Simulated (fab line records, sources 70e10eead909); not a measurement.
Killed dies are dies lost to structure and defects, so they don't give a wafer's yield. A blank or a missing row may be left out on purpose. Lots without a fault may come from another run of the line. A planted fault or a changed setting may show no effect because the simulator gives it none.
Which tool did it? | flow nand_harc | 12 lots, 36 wafers sampled, at 5 steps of a route of 1302

WHAT THE GAUGES READ, wafer by wafer
NHARC_A_CONTACT_OVL_MEAS_43.
lot  | measured     | on         | overlay_x_nm (nm) | overlay_y_nm (nm)
L276 | day 21 17:35 | overlay-02 | -1.4 -1.0 -1.6    | -0.8 -0.7 -1.0
L277 | day 22 05:32 | overlay-02 | -1.1 -1.6 -1.8    | -0.9 -1.5 -1.6
L279 | day 23 01:11 | overlay-02 | -0.3 -0.2 0.4     | 1.0 1.4 0.7
L282 | day 24 02:02 | overlay-01 | 0.2 0.2 0.2       | -1.1 -0.9 -0.6
L281 | day 24 02:13 | overlay-02 | -1.6 -1.3 -0.9    | 0.7 0.5 0.9
L290 | day 27 13:56 | overlay-02 | -1.1 -1.0 -1.3    | 1.9 1.7 1.8
L291 | day 28 07:03 | overlay-02 | 1.0 0.4 0.8       | -0.4 -0.4 -0.7
L293 | day 28 14:52 | overlay-02 | -0.7 -0.8 -1.6    | 1.2 1.0 1.0
L294 | day 29 09:49 | overlay-01 | 0.2 0.5 0.9       | 1.0 0.7 0.7
L296 | day 29 17:37 | overlay-02 | -1.0 -0.6 -0.5    | 1.3 1.0 1.5
L297 | day 29 19:01 | overlay-01 | -0.8 -0.6 -1.2    | 0.2 0.2 -0.2
L298 | day 30 11:16 | overlay-01 | 0.9 0.6 0.1       | -1.4 -1.1 -1.8

NHARC_END_SORT_01.
lot  | measured     | on        | killed_at_array | killed_at_other | killed_at_periphery | killed_dies | killed_open | killed_short
L279 | day 26 00:58 | prober-02 | 672 676 675     | 1 0 1           | 4 1 1               | 677 677 677 | 3 2 1       | 2 3 3
L282 | day 26 22:44 | prober-01 | 674 671 669     | 0 2 2           | 3 4 6               | 677 677 677 | 4 2 2       | 1 1 4

WHICH TOOL RAN EACH LOT (tool, then ch and the chambers of the sampled wafers, then the start)
lot  | NHARC_A_CONTACT_ETCH_48            | NHARC_A_CONTACT_ETCH_112             | NHARC_A_CONTACT_ETCH_118
L276 | rie_diel-01 ch 0,1,3, day 21 17:47 | har_cap_etch-03 ch 0,1, day 21 19:47 | har_cap_etch-03 ch 0,1, day 21 20:49
L277 | rie_diel-04 ch 0,1, day 22 05:43   | har_cap_etch-03 ch 0, day 22 08:19   | har_cap_etch-03 ch 0, day 22 09:20
L279 | rie_diel-04 ch 0,2, day 23 01:24   | har_cap_etch-01 ch 0,1, day 23 03:25 | har_cap_etch-01 ch 0,1, day 23 04:26
L282 | rie_diel-04 ch 0,1,2, day 24 02:13 | har_cap_etch-03 ch 1, day 24 04:23   | har_cap_etch-03 ch 1, day 24 05:24
L281 | rie_diel-04 ch 1,3, day 24 02:34   | har_cap_etch-01 ch 0,1, day 24 05:14 | har_cap_etch-01 ch 0,1, day 24 06:16
L290 | rie_diel-04 ch 1,2,3, day 27 14:10 | har_cap_etch-01 ch 0,1, day 27 16:31 | har_cap_etch-01 ch 0,1, day 27 17:32
L291 | rie_diel-04 ch 0,1,3, day 28 07:14 | har_cap_etch-02 ch 0,1, day 28 09:13 | har_cap_etch-02 ch 0,1, day 28 10:15
L293 | rie_diel-04 ch 0,1,2, day 28 15:02 | har_cap_etch-01 ch 0, day 28 17:01   | har_cap_etch-01 ch 0, day 28 18:03
L294 | rie_diel-04 ch 1,3, day 29 09:59   | har_cap_etch-01 ch 0,1, day 29 11:56 | har_cap_etch-01 ch 0,1, day 29 12:57
L296 | rie_diel-01 ch 1,2, day 29 17:47   | har_cap_etch-02 ch 0, day 29 19:44   | har_cap_etch-02 ch 0, day 29 20:45
L297 | rie_diel-11 ch 0,1,2, day 29 19:13 | har_cap_etch-03 ch 0,1, day 29 21:16 | har_cap_etch-03 ch 0,1, day 29 22:17
L298 | rie_diel-04 ch 0,1,3, day 30 11:27 | har_cap_etch-03 ch 0,1, day 30 13:24 | har_cap_etch-03 ch 0,1, day 30 14:25
- NHARC_A_CONTACT_ETCH_48: etches the open film in CF4, target depth 39 nm, time 65 s.
- NHARC_A_CONTACT_ETCH_112: etches the open film in C4F8/O2/Ar, time 190 s, target depth 1850 nm.
- NHARC_A_CONTACT_ETCH_118: etches the open film in C4F8/O2/Ar, time 190 s, target depth 1850 nm.

WHAT THE TOOLS THEMSELVES READ (means of the sampled wafers that have a number; where no wafer has one, the mark that the record gives instead)
NHARC_A_CONTACT_ETCH_48.
lot  | tool        | bias_w (W) | cf4_flow_sccm (sccm) | drypump_motor_current_A (A) | oes_product_au (a.u.) | rf_vpp_V (V) | showerhead_plenum_p_Torr (Torr) | throttle_valve_pct (%)
L276 | rie_diel-01 | 99.85      | 150.1                | 5.6                         | 1.004                 | 151.1        | 1.82                            | 13.276
L277 | rie_diel-04 | 99.73      | 150.0                | 5.7                         | 0.994                 | 151.9        | 1.80                            | 13.281
L279 | rie_diel-04 | -          | -                    | -                           | -                     | -            | -                               | -
L282 | rie_diel-04 | -          | -                    | -                           | -                     | -            | -                               | -
L281 | rie_diel-04 | 100.40     | 150.2                | 5.5                         | 1.002                 | 151.0        | 1.72                            | 13.285
L290 | rie_diel-04 | 100.02     | 150.2                | 5.8                         | 1.010                 | 150.6        | 1.77                            | 13.288
L291 | rie_diel-04 | 99.93      | 150.1                | 5.5                         | 1.000                 | 151.3        | 1.75                            | 13.290
L293 | rie_diel-04 | 100.00     | 149.7                | 5.9                         | 1.004                 | 151.6        | 1.80                            | 13.285
L294 | rie_diel-04 | 100.04     | 150.3                | 5.7                         | 1.003                 | 151.0        | 1.72                            | 13.284
L296 | rie_diel-01 | 99.99      | 150.1                | 6.2                         | 1.002                 | 152.9        | 1.86                            | 13.277
L297 | rie_diel-11 | 99.70      | 150.0                | 5.1                         | 0.996                 | 151.6        | 1.78                            | 13.296
L298 | rie_diel-04 | 100.03     | 149.9                | 5.6                         | 0.999                 | 151.2        | 1.75                            | 13.277

NHARC_A_CONTACT_ETCH_112.
lot  | tool            | chamber_pressure_mTorr (mTorr) | oes_air_line_au (a.u.)
L276 | har_cap_etch-03 | 20.015                         | 0.983
L277 | har_cap_etch-03 | 19.991                         | 0.989
L279 | har_cap_etch-01 | 19.996                         | 1.014
L282 | har_cap_etch-03 | 19.989                         | 1.002
L281 | har_cap_etch-01 | 19.996                         | 0.999
L290 | har_cap_etch-01 | 19.995                         | 1.007
L291 | har_cap_etch-02 | 19.990                         | 0.993
L293 | har_cap_etch-01 | 20.010                         | 0.985
L294 | har_cap_etch-01 | 19.991                         | 1.013
L296 | har_cap_etch-02 | 20.016                         | 1.000
L297 | har_cap_etch-03 | 19.996                         | 0.997
L298 | har_cap_etch-03 | 20.002                         | 1.004

NHARC_A_CONTACT_ETCH_118.
lot  | tool            | chamber_pressure_mTorr (mTorr) | oes_air_line_au (a.u.)
L276 | har_cap_etch-03 | 19.985                         | 1.025
L277 | har_cap_etch-03 | 20.006                         | 0.986
L279 | har_cap_etch-01 | 20.018                         | 0.984
L282 | har_cap_etch-03 | 20.000                         | 1.009
L281 | har_cap_etch-01 | 20.007                         | 1.010
L290 | har_cap_etch-01 | 19.991                         | 1.004
L291 | har_cap_etch-02 | 19.991                         | 1.025
L293 | har_cap_etch-01 | 20.000                         | 0.993
L294 | har_cap_etch-01 | 20.005                         | 1.011
L296 | har_cap_etch-02 | 19.999                         | 0.999
L297 | har_cap_etch-03 | 19.996                         | 1.002
L298 | har_cap_etch-03 | 20.005                         | 1.014

THE ANSWER, worked out from the rows above alone
Rule: what is usual is taken from the lots themselves. Put in order of their means at a reading, lots are off if they are a third of the lots or fewer, leave a main group of 4 or more, and stand apart from it by a gap of 3 or more times the standard deviation of the main group's means; of several such gaps the widest counts. A main group whose means are all the same, to the digits that the tables above print for the reading, isn't used. A lot without any number at a reading at which 4 lots or more have one is off too. The other lots that the step has rows for count as sound. The gauges are gone through in route order, then the tools' own readings, and for those a lot's mean is taken as printed above. The first step at which some lot is off is used, and at that step the reading that is off furthest; a lot without a number counts as furthest.
Off: L279, L282, at NHARC_A_CONTACT_ETCH_48 (bias_w). Without a number there: L279, L282. The main group: mean 99.97 W, standard deviation 0.19.
A tool fits if, at that step or a process step before it, it ran every lot that is off, and no sound lot after the first of them. None of those tried fits.

WHAT THE SIMULATOR HAD PUT IN
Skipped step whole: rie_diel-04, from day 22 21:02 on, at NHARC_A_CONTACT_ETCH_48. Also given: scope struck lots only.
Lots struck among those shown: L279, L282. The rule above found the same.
